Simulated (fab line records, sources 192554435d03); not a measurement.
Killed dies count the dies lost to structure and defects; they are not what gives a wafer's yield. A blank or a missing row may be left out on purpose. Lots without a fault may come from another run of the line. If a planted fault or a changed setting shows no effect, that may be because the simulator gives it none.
Comparing a struck lot with a sound one :: flow n5_finfet :: 14 out of 1938 route steps
Sound: these wafers, L493.1, L493.2, L493.5. Wafers L502.3, L502.5, L502.6 were the ones struck. The cause is named last.
Per side, at each step with rows, come the tool, then ch with its chambers, and then its first start. Under that, the readings that differ: sound wafers :: struck wafers :: difference of the means :: sigmas: that difference in standard deviations of wafers without a fault.
alike: words and numbers the same on both sides, and readings whose means are apart by under 2 such deviations; not compared: readings that were withheld, readings missing a value for some wafer, numbers with overlapping values and no deviation given by the record, and bounds like >300 which may hide the same value.
The two part at a step that has a row with sigmas, a row that says differs or no value, or rows on one side only. Numbers that don't overlap but have no deviation are shown without sigmas and don't part them. A reading that every wafer of one side lacks parts them only if that side has two wafers or more.

N5_PASSIVATION_STRIP_34: strips in O2.
  sound on rie_diel-04 ch 1,3, day 10 21:16; struck on rie_diel-05 ch 0,2, day 16 06:49
  alike: drypump_motor_current_A, oes_product_au, rf_vpp_V, showerhead_plenum_p_Torr, throttle_valve_pct
  not compared: rf_hours_counter_h
then, 4 steps without rows for these wafers: N5_PASSIVATION_STRIP_51 (strips in post etch residue remover, time 1200 s); N5_PASSIVATION_CLEAN_69 (cleans in IPA, time 180 s); N5_PASSIVATION_SRD_70 (time 30 s); N5_PASSIVATION_PECVD_53 (deposits SiO2 from TEOS/O2, target thk 800 nm, time 169.4 s).
N5_PASSIVATION_PECVD_35: deposits SiNx from SiH4/NH3/N2, target thk 700 nm, time 151.3 s.
  sound on pecvd-03 ch 0,2, day 10 21:52; struck on pecvd-04 ch 0,1,2, day 16 07:26
  alike: chamber_pressure_Torr, heater_power_w, showerhead_plenum_p_Torr, throttle_valve_pct
then, 6 steps without rows for these wafers: N5_PASSIVATION_HMDS_37 (time 60 s); N5_PASSIVATION_COAT_38; N5_PASSIVATION_EBR_40; N5_PASSIVATION_SOFTBAKE_39 (time 120 s); N5_PASSIVATION_EXPOSE_41 (exposes mask PASS OPEN, defocus 0 nm, target cd 40000 nm); N5_PASSIVATION_PEB_42.
N5_PASSIVATION_DEVELOP_43: develop time 60 s.
  struck on litho_track-03, day 16 07:45; sound on litho_track-03 ch 0, day 10 22:11
  no value came back on the struck wafers for chill_plate_temp_C (C), develop_time_s (s); on the sound wafers chill_plate_temp_C (C) reads 22.89 22.95 23.05
then, 1 step without rows for these wafers: N5_PASSIVATION_HARDBAKE_45 (time 120 s).

## WHERE THEY PART
Only at N5_PASSIVATION_DEVELOP_43, as far as this record shows.

WHY: what the simulator had put in
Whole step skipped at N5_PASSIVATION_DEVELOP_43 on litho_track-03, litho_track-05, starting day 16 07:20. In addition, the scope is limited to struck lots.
